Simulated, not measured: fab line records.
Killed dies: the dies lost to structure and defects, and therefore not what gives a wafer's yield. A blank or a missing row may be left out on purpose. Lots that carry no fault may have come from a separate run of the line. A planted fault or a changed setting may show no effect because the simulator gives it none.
fab line records + flow n5_finfet
record:
- lots: 10
- wafers: 30
- last_day: 18
route steps=1938 shown GATE_CUT@468 BEOL_M4@1111 PASSIVATION@1936
lots that met no fault: taken from a fault-free run of the same line
start_h: hours from the record's first day to the start of the lot's first wafer shown + wait_h: hours from the lot's prior step to this one + " as in the row above + L1.1+2: a single row standing in for several wafers + - value missing, or start not given + * or withheld: withheld + < > ~ a bound
route shown NAME@n: a module of which the file shows steps, and the number in the route of the first + usual: mean/standard deviation of fault-free wafers + same: alike in all rows + chamber/n: place in a boat + sites: the reading at each site + _std_site: the values' standard deviation + _edge_site: outer sites' mean less inner sites' + radius_mm: for every site, how far away it sits from the centre of the wafer + mask NAME#n: copy n + behind: the most recent tool/chamber to have shaped the wafer + hold: the reason the lot was held/the length of the hold in hours/how it ended + device: whichever transistor did not switch (one of n, p or np) + end of line: the tests these same wafers got at the end of their route + a step without rows: its recipe alone + killed: not the wafer's yield, but the dies lost to structure and defects at the first sort + map: the dies of a wafer, with x for killed, . for not killed, _ for no die there
set.NAME: the setting as run; set.NAME@STEP: as run at that earlier step + model.NAME: the simulator's own value behind a step, which no gauge read
a sample of lots followed through the steps of the route, with each step as a table and each wafer as a row
services: when a tool's chamber went out of use (start_h, in hours from the record's first day, below 0 if earlier), for how many hours, and the reason
== steps ==
step: N5_GATE_CUT_VAPOR_ETCH_60
recipe:
- chemistry: BCl3/Cl2
- target: HfO2
- mode: isotropic
usual:
- drypump_motor_current_A: 5.6/0.42
- oes_product_au: 0.76/0.12
| lot.wafer | tool         | chamber | start_h | wait_h | drypump_motor_current_A | oes_product_au |
|-----------|--------------|---------|---------|--------|-------------------------|----------------|
| L239.1    | rie_metal-01 | 0       | 78.94   | 0.0    | 5.1                     | 0.58           |
| L239.4    | "            | 0       | "       | "      | 5.1                     | 0.58           |
| L239.5    | "            | 0       | "       | "      | 5.1                     | 0.57           |
| L240.2    | rie_metal-01 | 1       | 84.19   | 0.0    | 5.8                     | 0.70           |
| L240.3    | "            | 0       | "       | "      | 5.2                     | 0.57           |
| L240.6    | "            | 0       | "       | "      | 5.2                     | 0.57           |
| L242.2    | rie_metal-01 | 1       | 99.32   | 0.0    | 5.8                     | 0.71           |
| L242.3    | "            | 1       | "       | "      | 5.8                     | 0.71           |
| L242.5    | "            | 0       | "       | "      | 5.2                     | 0.58           |
| L245.2    | rie_metal-01 | 1       | 113.14  | 0.0    | 5.7                     | 0.71           |
| L245.3    | "            | 0       | "       | "      | 5.1                     | 0.57           |
| L245.4    | "            | 1       | "       | "      | 5.7                     | 0.71           |
| L251.1    | rie_metal-01 | 1       | 155.24  | 0.1    | 5.7                     | 0.69           |
| L251.5    | "            | 1       | "       | "      | 5.7                     | 0.69           |
| L251.6    | "            | 1       | "       | "      | 5.7                     | 0.69           |
| L255.2    | rie_metal-03 | 1       | 175.37  | 0.0    | 6.0                     | 0.85           |
| L255.3    | "            | 0       | "       | "      | 5.5                     | 0.74           |
| L255.4    | "            | 1       | "       | "      | 6.0                     | 0.84           |
| L256.2    | rie_metal-01 | 1       | 183.67  | 0.0    | 5.8                     | 0.69           |
| L256.3    | "            | 0       | "       | "      | 5.2                     | 0.98           |
| L256.5    | "            | 1       | "       | "      | 5.7                     | 0.70           |
| L257.2    | rie_metal-02 | 1       | 186.63  | 0.0    | 6.4                     | 0.82           |
| L257.4    | "            | 0       | "       | "      | 5.1                     | 0.86           |
| L257.6    | "            | 0       | "       | "      | 5.1                     | 0.85           |
| L259.2    | rie_metal-01 | 0       | 199.94  | 0.0    | 5.1                     | 0.96           |
| L259.3    | "            | 1       | "       | "      | 5.8                     | 0.69           |
| L259.4    | "            | 0       | "       | "      | 5.1                     | 0.96           |
| L261.1    | rie_metal-03 | 0       | 213.16  | 0.0    | 5.5                     | 0.74           |
| L261.3    | "            | 1       | "       | "      | 6.0                     | 0.83           |
| L261.5    | "            | 0       | "       | "      | 5.5                     | 0.74           |
step: N5_GATE_CUT_STRIP_59
recipe:
- chemistry: N2/H2
- time_s: 20
- power_w: 100
- temp_c: 40
- pressure_mtorr: 100
- rf_frequency_hz: 6e+07
- bias_power_w: 3
- n2_flow_sccm: 300
- h2_flow_sccm: 300
usual:
- chamber_pressure_mTorr: 100.01/0.084
- drypump_motor_current_A: 5.5/0.52
- oes_product_au: 0.75/0.052
- rf_vpp_V: 45.3/0.92
- showerhead_plenum_p_Torr: 3.32/0.12
- throttle_valve_pct: 12.23/0.2
| lot.wafer | tool        | chamber | start_h | wait_h | chamber_pressure_mTorr | drypump_motor_current_A | oes_product_au | rf_hours_counter_h | rf_vpp_V | showerhead_plenum_p_Torr | throttle_valve_pct |
|-----------|-------------|---------|---------|--------|------------------------|-------------------------|----------------|--------------------|----------|--------------------------|--------------------|
| L239.1    | rie_diel-06 | 3       | 79.10   | 0.1    | 100.14                 | 5.6                     | 0.70           | 198                | 44.4     | 3.22                     | 12.29              |
| L239.4    | "           | 1       | "       | "      | 99.97                  | 5.0                     | 0.79           | 113                | 45.3     | 3.27                     | 12.12              |
| L239.5    | "           | 2       | "       | "      | 100.13                 | 5.0                     | 0.79           | -                  | 44.3     | 3.26                     | 12.13              |
| L240.2    | rie_diel-02 | 3       | 84.34   | 0.1    | 100.20                 | 5.9                     | 0.81           | 113                | 45.0     | 3.39                     | 12.06              |
| L240.3    | "           | 2       | "       | "      | 100.14                 | 5.1                     | 0.78           | 130                | 46.0     | 3.25                     | 12.12              |
| L240.6    | "           | 0       | "       | "      | 100.04                 | 5.3                     | 0.92           | -                  | 44.6     | 3.59                     | 11.83              |
| L242.2    | rie_diel-02 | 2       | 99.47   | 0.1    | 99.99                  | 5.1                     | 0.76           | 135                | 46.5     | 3.25                     | 12.13              |
| L242.3    | "           | 0       | "       | "      | 99.88                  | 5.2                     | 0.92           | 26                 | 46.2     | 3.58                     | 11.83              |
| L242.5    | "           | 0       | "       | "      | 100.06                 | 5.3                     | 0.91           | -                  | 45.7     | 3.58                     | 11.85              |
| L245.2    | rie_diel-01 | 1       | 113.40  | 0.1    | 100.15                 | 4.7                     | 0.73           | 169                | 45.2     | 3.50                     | 12.39              |
| L245.3    | "           | 3       | "       | "      | 100.13                 | 5.8                     | 0.71           | 216                | 45.4     | 3.35                     | 12.43              |
| L245.4    | "           | 0       | "       | "      | 100.09                 | 5.4                     | 0.80           | 89                 | 43.8     | 3.14                     | 11.93              |
| L251.1    | rie_diel-01 | 3       | 155.42  | 0.1    | 99.90                  | 5.8                     | 0.70           | 228                | 46.1     | 3.35                     | 12.45              |
| L251.5    | "           | 1       | "       | "      | 99.96                  | 4.7                     | 0.72           | -                  | 46.0     | 3.49                     | 12.43              |
| L251.6    | "           | 2       | "       | "      | 99.84                  | 6.3                     | 0.74           | -                  | 47.3     | 3.37                     | 12.10              |
| L255.2    | rie_diel-01 | 1       | 175.52  | 0.1    | 100.08                 | 4.7                     | 0.71           | 189                | 45.6     | 3.49                     | 12.44              |
| L255.3    | "           | 2       | "       | "      | 100.02                 | 6.3                     | 0.72           | 156                | 43.0     | 3.37                     | 12.12              |
| L255.4    | "           | 0       | "       | "      | 99.99                  | 5.4                     | 0.78           | 107                | 44.6     | 3.13                     | 11.98              |
| L256.2    | rie_diel-06 | 2       | 183.82  | 0.1    | 100.12                 | 5.0                     | 0.75           | 155                | 43.5     | 3.24                     | 12.21              |
| L256.3    | "           | 0       | "       | "      | 100.08                 | 5.5                     | 0.73           | 158                | 45.3     | 3.38                     | 12.58              |
| L256.5    | "           | 3       | "       | "      | 100.01                 | 5.6                     | 0.68           | -                  | 44.9     | 3.20                     | 12.38              |
| L257.2    | rie_diel-06 | 1       | 186.78  | 0.1    | 99.95                  | 5.0                     | 0.77           | 146                | 44.9     | 3.25                     | 12.20              |
| L257.4    | "           | 3       | "       | "      | 99.82                  | 5.6                     | 0.67           | 231                | 44.3     | 3.20                     | 12.38              |
| L257.6    | "           | 0       | "       | "      | 100.09                 | 5.5                     | 0.73           | -                  | 45.2     | 3.37                     | 12.59              |
| L259.2    | rie_diel-01 | 1       | 200.10  | 0.1    | 99.98                  | 4.7                     | 0.71           | 196                | 45.9     | 3.48                     | 12.46              |
| L259.3    | "           | 3       | "       | "      | 100.02                 | 5.8                     | 0.70           | 240                | 45.2     | 3.34                     | 12.47              |
| L259.4    | "           | 0       | "       | "      | 100.07                 | 5.4                     | 0.77           | 114                | 46.2     | 3.13                     | 11.99              |
| L261.1    | rie_diel-01 | 1       | 213.46  | 0.1    | 100.09                 | 4.7                     | 0.70           | 200                | 46.6     | 3.48                     | 12.47              |
| L261.3    | "           | 3       | "       | "      | 100.07                 | 5.8                     | 0.69           | 245                | 46.5     | 3.34                     | 12.48              |
| L261.5    | "           | 0       | "       | "      | 99.96                  | 5.4                     | 0.77           | -                  | 44.2     | 3.13                     | 12.00              |
step: N5_GATE_CUT_COAT_07
recipe:
- resist: CAR-EUV
- spin_rpm: 1500
- resist_thk_nm: 30
usual:
- resist_line_temp_C: 23.01/0.098
- spin_speed_rpm: 1500.0/0.94
| lot.wafer | tool           | chamber | start_h | wait_h | resist_line_temp_C | spin_speed_rpm |
|-----------|----------------|---------|---------|--------|--------------------|----------------|
| L239.1    | litho_track-05 | 0       | 82.01   | -      | 22.87              | 1500.3         |
| L239.4    | "              | 0       | "       | "      | 22.85              | 1500.7         |
| L239.5    | "              | 0       | "       | "      | 22.77              | 1498.7         |
| L240.2    | litho_track-05 | 0       | 87.24   | -      | 23.08              | 1499.5         |
| L240.3    | "              | 0       | "       | "      | 23.14              | 1501.9         |
| L240.6    | "              | 0       | "       | "      | 23.01              | 1501.0         |
| L242.2    | litho_track-03 | 0       | 102.56  | -      | 23.01              | 1499.8         |
| L242.3    | "              | 0       | "       | "      | 23.06              | 1498.7         |
| L242.5    | "              | 0       | "       | "      | 22.93              | 1498.2         |
| L245.2    | litho_track-03 | 0       | 116.29  | -      | 23.11              | 1500.0         |
| L245.3    | "              | 0       | "       | "      | 23.19              | 1500.1         |
| L245.4    | "              | 0       | "       | "      | 23.00              | 1501.3         |
| L251.1    | litho_track-04 | 0       | 158.32  | -      | 22.91              | 1499.6         |
| L251.5    | "              | 0       | "       | "      | 22.91              | 1500.6         |
| L251.6    | "              | 0       | "       | "      | 23.20              | 1500.2         |
| L255.2    | litho_track-05 | 0       | 178.78  | -      | 22.93              | 1500.0         |
| L255.3    | "              | 0       | "       | "      | 22.90              | 1500.8         |
| L255.4    | "              | 0       | "       | "      | 22.97              | 1500.3         |
| L256.2    | litho_track-03 | 0       | 187.16  | -      | 22.85              | 1499.3         |
| L256.3    | "              | 0       | "       | "      | 22.96              | 1499.6         |
| L256.5    | "              | 0       | "       | "      | 23.00              | 1499.0         |
| L257.2    | litho_track-05 | 0       | 189.70  | -      | 22.92              | 1366.7         |
| L257.4    | "              | 0       | "       | "      | 22.93              | 1367.1         |
| L257.6    | "              | 0       | "       | "      | 23.03              | 1366.2         |
| L259.2    | litho_track-04 | 0       | 202.99  | -      | 23.08              | 1498.5         |
| L259.3    | "              | 0       | "       | "      | 23.15              | 1500.7         |
| L259.4    | "              | 0       | "       | "      | 23.04              | 1499.8         |
| L261.1    | litho_track-05 | 0       | 216.39  | -      | 23.09              | 1367.9         |
| L261.3    | "              | 0       | "       | "      | 22.98              | 1365.7         |
| L261.5    | "              | 0       | "       | "      | 23.08              | 1368.3         |
step: N5_GATE_CUT_CD_MEAS_13
recipe:
- target_cd_nm: 20
- landing_energy_ev: 500
- detector: se_inlens
usual:
- cd_nm: 19.98/0.23
| lot.wafer | tool      | chamber | start_h | wait_h | cd_nm |
|-----------|-----------|---------|---------|--------|-------|
| L239.1    | cd_sem-01 | 0       | 82.27   | -      | 19.78 |
| L239.4    | "         | 0       | "       | "      | 19.90 |
| L239.5    | "         | 0       | "       | "      | 19.75 |
| L240.2    | cd_sem-01 | 0       | 87.63   | -      | 20.04 |
| L240.3    | "         | 0       | "       | "      | 19.61 |
| L240.6    | "         | 0       | "       | "      | 19.94 |
| L242.2    | cd_sem-02 | 0       | 102.95  | -      | 19.55 |
| L242.3    | "         | 0       | "       | "      | 20.19 |
| L242.5    | "         | 0       | "       | "      | 19.86 |
| L245.2    | cd_sem-01 | 0       | 116.56  | -      | 19.99 |
| L245.3    | "         | 0       | "       | "      | 20.08 |
| L245.4    | "         | 0       | "       | "      | 20.60 |
| L251.1    | cd_sem-01 | 0       | 158.58  | -      | 19.95 |
| L251.5    | "         | 0       | "       | "      | 19.89 |
| L251.6    | "         | 0       | "       | "      | 20.13 |
| L255.2    | cd_sem-01 | 0       | 179.04  | -      | 19.92 |
| L255.3    | "         | 0       | "       | "      | 19.56 |
| L255.4    | "         | 0       | "       | "      | 19.70 |
| L256.2    | cd_sem-02 | 0       | 187.55  | -      | 19.89 |
| L256.3    | "         | 0       | "       | "      | 20.03 |
| L256.5    | "         | 0       | "       | "      | 19.96 |
| L257.2    | cd_sem-02 | 0       | 189.97  | -      | 20.44 |
| L257.4    | "         | 0       | "       | "      | 20.40 |
| L257.6    | "         | 0       | "       | "      | 20.30 |
| L259.2    | cd_sem-02 | 0       | 203.26  | -      | 20.03 |
| L259.3    | "         | 0       | "       | "      | 20.16 |
| L259.4    | "         | 0       | "       | "      | 19.71 |
| L261.1    | cd_sem-02 | 0       | 216.77  | -      | 19.81 |
| L261.3    | "         | 0       | "       | "      | 19.89 |
| L261.5    | "         | 0       | "       | "      | 19.83 |
step: N5_BEOL_M4_RC_MEAS_101
usual:
- DIBL_N: 36.5/1.4
- DIBL_P: 36.9/1.7
- IOFF_N: 0.163/0.023
- IOFF_P: 0.22/0.032
- ION_N: 673/9
- ION_P: 462/7.5
- SS_N: 71.6/0.54
- SS_P: 73.4/0.62
- VT_N: 249.8/2.8
- VT_P: -250/3.5
| lot.wafer | tool      | chamber | start_h | wait_h | DIBL_N[mV/V] | DIBL_P[mV/V] | IOFF_N[nA/um] | IOFF_P[nA/um] | ION_N[uA/um] | ION_P[uA/um] | SS_N[mV/dec] | SS_P[mV/dec] | VT_N[mV] | VT_P[mV] |
|-----------|-----------|---------|---------|--------|--------------|--------------|---------------|---------------|--------------|--------------|--------------|--------------|----------|----------|
| L239.1    | prober-02 | 0       | 164.82  | 0.0    | 35.6         | 35.4         | 0.143         | 0.19          | 663          | 459          | 71.8         | 73.3         | 252.3    | -255     |
| L239.4    | "         | 0       | "       | "      | 36.6         | 36.4         | 0.167         | 0.20          | 665          | 450          | 72.1         | 73.2         | 249.5    | -253     |
| L239.5    | "         | 0       | "       | "      | 35.5         | 35.4         | 0.149         | 0.19          | 674          | 461          | 71.7         | 72.7         | 251.7    | -255     |
| L240.2    | prober-01 | 0       | 167.30  | 0.2    | 35.0         | 35.9         | 0.143         | 0.21          | 657          | 457          | 71.2         | 73.6         | 253.3    | -248     |
| L240.3    | "         | 0       | "       | "      | 37.3         | 38.7         | 0.184         | 0.26          | 680          | 468          | 71.9         | 74.2         | 247.2    | -245     |
| L240.6    | "         | 0       | "       | "      | 36.1         | 37.2         | 0.163         | 0.23          | 663          | 460          | 72.0         | 73.8         | 250.5    | -249     |
| L242.2    | prober-01 | 0       | 186.04  | 0.2    | 36.1         | 37.5         | 0.159         | 0.23          | 674          | 469          | 71.1         | 73.0         | 248.9    | -247     |
| L242.3    | "         | 0       | "       | "      | 37.7         | 39.1         | 0.190         | 0.27          | 678          | 469          | 71.6         | 73.6         | 249.7    | -248     |
| L242.5    | "         | 0       | "       | "      | 35.5         | 36.7         | 0.152         | 0.22          | 677          | 471          | 71.4         | 73.6         | 253.0    | -252     |
| L245.2    | prober-01 | 0       | 197.64  | 0.2    | 35.7         | 35.3         | 0.135         | 0.19          | 663          | 459          | 71.3         | 73.8         | 253.6    | -253     |
| L245.3    | "         | 0       | "       | "      | 37.9         | 38.6         | 0.182         | 0.24          | 680          | 464          | 71.5         | 74.6         | 247.2    | -248     |
| L245.4    | "         | 0       | "       | "      | 37.6         | 37.6         | 0.172         | 0.22          | 689          | 470          | 71.0         | 74.1         | 249.3    | -251     |
| L251.1    | prober-02 | 0       | 245.61  | 0.0    | 37.6         | 38.3         | 0.190         | 0.26          | 675          | 466          | 71.9         | 73.5         | 247.7    | -248     |
| L251.5    | "         | 0       | "       | "      | 35.4         | 34.8         | 0.134         | 0.19          | 655          | 447          | 70.7         | 72.7         | 255.9    | -253     |
| L251.6    | "         | 0       | "       | "      | 36.4         | 36.9         | 0.165         | 0.23          | 686          | 467          | 71.2         | 73.6         | 248.5    | -251     |
| L255.2    | prober-02 | 0       | 272.90  | 0.2    | 38.2         | 39.0         | 0.202         | 0.26          | 680          | 470          | 71.1         | 73.4         | 245.6    | -246     |
| L255.3    | "         | 0       | "       | "      | 35.8         | 36.5         | 0.160         | 0.21          | 660          | 454          | 71.4         | 72.9         | 248.4    | -249     |
| L255.4    | "         | 0       | "       | "      | 35.6         | 35.4         | 0.148         | 0.19          | 676          | 460          | 71.3         | 73.3         | 250.4    | -252     |
| L256.2    | prober-02 | 0       | 276.68  | 0.2    | 36.8         | 38.5         | 0.174         | 0.21          | 686          | 462          | 71.9         | 73.5         | 247.8    | -251     |
| L256.3    | "         | 0       | "       | "      | 36.8         | 38.7         | 0.182         | 0.24          | 684          | 470          | 71.7         | 73.6         | 248.8    | -248     |
| L256.5    | "         | 0       | "       | "      | 37.8         | 40.1         | 0.198         | 0.25          | 688          | 467          | 72.4         | 73.6         | 244.6    | -246     |
| L257.2    | prober-01 | 0       | 280.63  | 0.2    | 37.0         | 38.6         | 0.158         | 0.21          | 673          | 466          | 71.4         | 73.5         | 249.6    | -250     |
| L257.4    | "         | 0       | "       | "      | 38.6         | 40.0         | 0.175         | 0.22          | 676          | 457          | 72.2         | 73.9         | 251.9    | -253     |
| L257.6    | "         | 0       | "       | "      | 38.9         | 39.9         | 0.186         | 0.23          | 676          | 459          | 72.4         | 74.1         | 250.7    | -251     |
| L259.2    | prober-02 | 0       | 282.28  | 0.2    | 37.8         | 39.6         | 0.191         | 0.22          | 679          | 457          | 71.9         | 74.2         | 247.5    | -252     |
| L259.3    | "         | 0       | "       | "      | 35.1         | 36.1         | 0.142         | 0.17          | 671          | 448          | 71.0         | 73.7         | 251.1    | -258     |
| L259.4    | "         | 0       | "       | "      | 34.4         | 35.9         | 0.128         | 0.17          | 656          | 454          | 70.8         | 73.8         | 255.7    | -254     |
| L261.1    | prober-02 | 0       | 309.87  | 0.0    | 37.4         | 36.8         | 0.154         | 0.21          | 669          | 464          | 71.8         | 73.0         | 251.2    | -249     |
| L261.3    | "         | 0       | "       | "      | 35.0         | 33.4         | 0.117         | 0.16          | 668          | 456          | 71.4         | 72.8         | 254.7    | -253     |
| L261.5    | "         | 0       | "       | "      | 37.4         | 36.2         | 0.156         | 0.20          | 664          | 455          | 71.9         | 73.4         | 252.8    | -249     |
step: N5_PASSIVATION_PROBE_49
usual:
- defect_limited_yield: 91.2/1.4
- killed_at_M0_to_M3: 35/11
- killed_at_M4_up: 12/4.2
- killed_at_contacts: 13/5.6
- killed_at_front_end: 40/12
- killed_at_other: 3.3/2.6
- killed_dies: 103/17
- killed_open: 68/12
- killed_short: 34/7.6
- sort_bin_5_function: 5.1/0.95
- sort_bin_6_memory: 3.3/0.68
- sort_n_pass: 1077/17
- sort_yield_pct: 91.2/1.4
same:
- gross_dies: 1180
- killed_at_back_side: 0
- sort_bin_4_leakage[%]: 0
- sort_bin_8_speed[%]: 0
| lot.wafer | tool      | chamber | start_h | wait_h | defect_limited_yield[%] | killed_at_M0_to_M3 | killed_at_M4_up | killed_at_contacts | killed_at_front_end | killed_at_other | killed_dies | killed_open | killed_short | sort_bin_5_function[%] | sort_bin_6_memory[%] | sort_n_pass | sort_yield_pct[%] |
|-----------|-----------|---------|---------|--------|-------------------------|--------------------|-----------------|--------------------|---------------------|-----------------|-------------|-------------|--------------|------------------------|----------------------|-------------|-------------------|
| L239.1    | prober-02 | -       | 274.02  | 0.0    | 87.8                    | 42                 | 11              | 21                 | 65                  | 5               | 144         | 104         | 38           | 6.8                    | 5.1                  | 1036        | 87.8              |
| L239.4    | prober-02 | -       | 274.17  | 0.2    | 91.3                    | 34                 | 7               | 16                 | 39                  | 7               | 103         | 77          | 26           | 5.0                    | 3.6                  | 1077        | 91.3              |
| L239.5    | prober-02 | -       | 274.22  | 0.2    | 90.7                    | 28                 | 5               | 11                 | 63                  | 3               | 110         | 73          | 36           | 5.7                    | 3.6                  | 1070        | 90.7              |
| L242.2    | prober-01 | -       | 286.77  | 0.1    | 91.7                    | 35                 | 6               | 17                 | 39                  | 1               | 98          | 64          | 32           | 4.7                    | 3.1                  | 1082        | 91.7              |
| L242.3    | prober-01 | -       | 286.82  | 0.1    | 88.3                    | 58                 | 12              | 8                  | 59                  | 1               | 138         | 83          | 54           | 6.0                    | 4.7                  | 1042        | 88.3              |
| L242.5    | prober-01 | -       | 286.92  | 0.2    | 90.3                    | 41                 | 13              | 6                  | 54                  | 1               | 115         | 85          | 28           | 5.8                    | 3.8                  | 1065        | 90.3              |
| L245.2    | prober-01 | -       | 309.96  | 0.1    | 91.7                    | 25                 | 10              | 16                 | 44                  | 3               | 98          | 65          | 29           | 5.1                    | 2.9                  | 1082        | 91.7              |
| L245.3    | prober-01 | -       | 310.01  | 0.1    | 89.9                    | 26                 | 15              | 8                  | 69                  | 1               | 119         | 67          | 52           | 5.8                    | 4.2                  | 1061        | 89.9              |
| L245.4    | prober-01 | -       | 310.06  | 0.2    | 92.3                    | 37                 | 10              | 10                 | 32                  | 2               | 91          | 55          | 33           | 3.9                    | 3.1                  | 1089        | 92.3              |
| L261.1    | prober-01 | -       | 428.32  | 0.0    | 91.4                    | 23                 | 24              | 8                  | 39                  | 8               | 102         | 64          | 36           | 5.3                    | 3.0                  | 1078        | 91.4              |
| L261.3    | prober-01 | -       | 428.42  | 0.1    | 89.5                    | 42                 | 17              | 12                 | 45                  | 8               | 124         | 74          | 49           | 5.9                    | 4.2                  | 1056        | 89.5              |
| L261.5    | prober-01 | -       | 428.52  | 0.2    | 88.3                    | 49                 | 14              | 19                 | 55                  | 1               | 138         | 90          | 45           | 6.0                    | 5.3                  | 1042        | 88.3              |
killed by level:class
L239.1 STI_FIN_REVEAL:geometric_particle:open=30 MOL_CONTACT_COAG:geometric_particle:open=19 BEOL_M0_SAQP:geometric_particle:open=12 FIN_SAQP:geometric_particle:open=8 BEOL_M1:geometric_particle:open=8 BEOL_M0_SAQP:geometric_particle:short=7 STI_FIN_REVEAL:geometric_particle:short=7 BEOL_M1:geometric_particle:short=6
L239.4 FIN_SAQP:geometric_particle:open=14 MOL_CONTACT_COAG:geometric_particle:open=13 BEOL_M3:geometric_particle:open=9 STI_FIN_REVEAL:geometric_particle:open=6 BEOL_M0_SAQP:geometric_particle:open=6 BEOL_M2:geometric_particle:open=5 BEOL_M4:geometric_particle:open=5 FIN_SAQP:geometric_particle:short=4
L239.5 STI_FIN_REVEAL:geometric_particle:open=12 GATE_CUT:geometric_particle:open=12 BEOL_M2:geometric_particle:open=10 GATE_CUT:geometric_particle:short=9 FIN_SAQP:geometric_particle:open=8 MOL_CONTACT_COAG:geometric_particle:open=8 DUMMY_GATE:geometric_particle:open=7 FIN_SAQP:geometric_particle:short=6
L242.2 MOL_CONTACT_COAG:geometric_particle:open=15 STI_FIN_REVEAL:geometric_particle:open=9 BEOL_M0_SAQP:geometric_particle:open=9 BEOL_M0_SAQP:geometric_particle:short=7 FIN_SAQP:geometric_particle:open=6 FIN_SAQP:geometric_particle:short=6 BEOL_M2:geometric_particle:open=6 BEOL_M1:geometric_particle:open=5
L242.3 BEOL_M0_SAQP:geometric_particle:short=20 BEOL_M0_SAQP:geometric_particle:open=15 FIN_SAQP:geometric_particle:short=13 DUMMY_GATE:geometric_particle:open=11 FIN_SAQP:geometric_particle:open=9 STI_FIN_REVEAL:geometric_particle:open=9 BEOL_M3:geometric_particle:open=9 BEOL_M1:geometric_particle:open=7
L242.5 FIN_SAQP:geometric_particle:open=21 BEOL_M0_SAQP:geometric_particle:open=11 FIN_SAQP:geometric_particle:short=10 BEOL_M0_SAQP:geometric_particle:short=9 BEOL_M2:geometric_particle:open=8 BEOL_M4:geometric_particle:open=7 STI_FIN_REVEAL:geometric_particle:open=6 BEOL_M1:geometric_particle:open=6
L245.2 MOL_CONTACT_COAG:geometric_particle:open=13 FIN_SAQP:geometric_particle:open=10 BEOL_M3:geometric_particle:open=10 FIN_SAQP:geometric_particle:short=6 STI_FIN_REVEAL:geometric_particle:open=6 BEOL_M2:geometric_particle:open=5 GATE_CUT:geometric_particle:short=4 BEOL_M0_SAQP:geometric_particle:open=4
L245.3 FIN_SAQP:geometric_particle:short=20 FIN_SAQP:geometric_particle:open=16 BEOL_M0_SAQP:geometric_particle:open=10 STARTING-WAFER:geometric_particle:short=8 BEOL_M0_SAQP:geometric_particle:short=7 STARTING-WAFER:geometric_particle:open=7 MOL_CONTACT_COAG:geometric_particle:open=6 BEOL_M4:geometric_particle:open=5
L245.4 MOL_CONTACT_COAG:geometric_particle:open=10 BEOL_M0_SAQP:geometric_particle:short=9 BEOL_M4:geometric_particle:open=9 FIN_SAQP:geometric_particle:short=7 BEOL_M2:geometric_particle:open=6 BEOL_M3:geometric_particle:open=6 DUMMY_GATE:geometric_particle:open=5 BEOL_M1:geometric_particle:open=5
L261.1 FIN_SAQP:geometric_particle:open=10 BEOL_M4:geometric_particle:short=9 BEOL_M3:geometric_particle:open=7 GATE_CUT:geometric_particle:short=6 MOL_CONTACT_COAG:geometric_particle:open=6 DUMMY_GATE:geometric_particle:open=5 FIN_SAQP:geometric_particle:short=4 STI_FIN_REVEAL:geometric_particle:open=4
L261.3 BEOL_M0_SAQP:geometric_particle:open=15 BEOL_M0_SAQP:geometric_particle:short=12 STI_FIN_REVEAL:geometric_particle:open=10 FIN_SAQP:geometric_particle:short=9 MOL_CONTACT_COAG:geometric_particle:open=9 GATE_CUT:geometric_particle:short=7 BEOL_M4:geometric_particle:short=6 FIN_SAQP:geometric_particle:open=5
L261.5 MOL_CONTACT_COAG:geometric_particle:open=16 STI_FIN_REVEAL:geometric_particle:open=13 FIN_SAQP:geometric_particle:open=10 BEOL_M2:geometric_particle:open=10 BEOL_M1:geometric_particle:open=9 BEOL_M0_SAQP:geometric_particle:open=8 FIN_SAQP:geometric_particle:short=7 GATE_CUT:geometric_particle:short=7
== services ==
| tool           | chamber | start_h | hours | kind                      |
|----------------|---------|---------|-------|---------------------------|
| litho_track-05 | -       | 55.12   | -     | consumable_replace:filter |
| rie_diel-01    | -       | 89.90   | 2.8   | pm                        |
| rie_diel-02    | 0       | 100.79  | 3.5   | repair                    |
| rie_diel-02    | 0       | 104.59  | 9.6   | repair                    |
| rie_diel-02    | 3       | 125.78  | 8.9   | repair                    |
| rie_metal-01   | 0       | 133.73  | -     | clean                     |
| rie_metal-01   | 0       | 133.73  | 22.1  | scheduled_down            |
| rie_metal-01   | 0       | 133.73  | 22.1  | vent_cycle                |
| litho_track-04 | -       | 155.55  | -     | consumable_replace:filter |
| rie_diel-06    | 0       | 161.86  | 8.2   | repair                    |
| rie_metal-01   | 0       | 170.61  | 11.9  | repair                    |
| rie_metal-02   | 1       | 187.87  | 1.7   | repair                    |
| rie_metal-03   | 0       | 215.64  | 3.2   | repair                    |
== key ==
first_sign:
- step: N5_GATE_CUT_COAT_07
- reading: spin_speed_rpm
- direction: down
- sigmas: 99+
- usual: *
- struck: *
effect none on later readings
met_at N5_GATE_CUT_COAT_07
struck_lots L257,L261
not_acting_at N5_GATE_CUT_VAPOR_ETCH_60,N5_GATE_CUT_STRIP_59,N5_GATE_CUT_CD_MEAS_13
onset_between 178.78 189.70
fault:
- kind: process_parameter_drift
- tool: litho_track-05
- chamber: -
- onset_h: 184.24
- steps: N5_GATE_CUT_COAT_07
- channel: spin_rpm
- offset: *
- shape: step
- end_h: 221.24
- acts_in: *
- stated: *
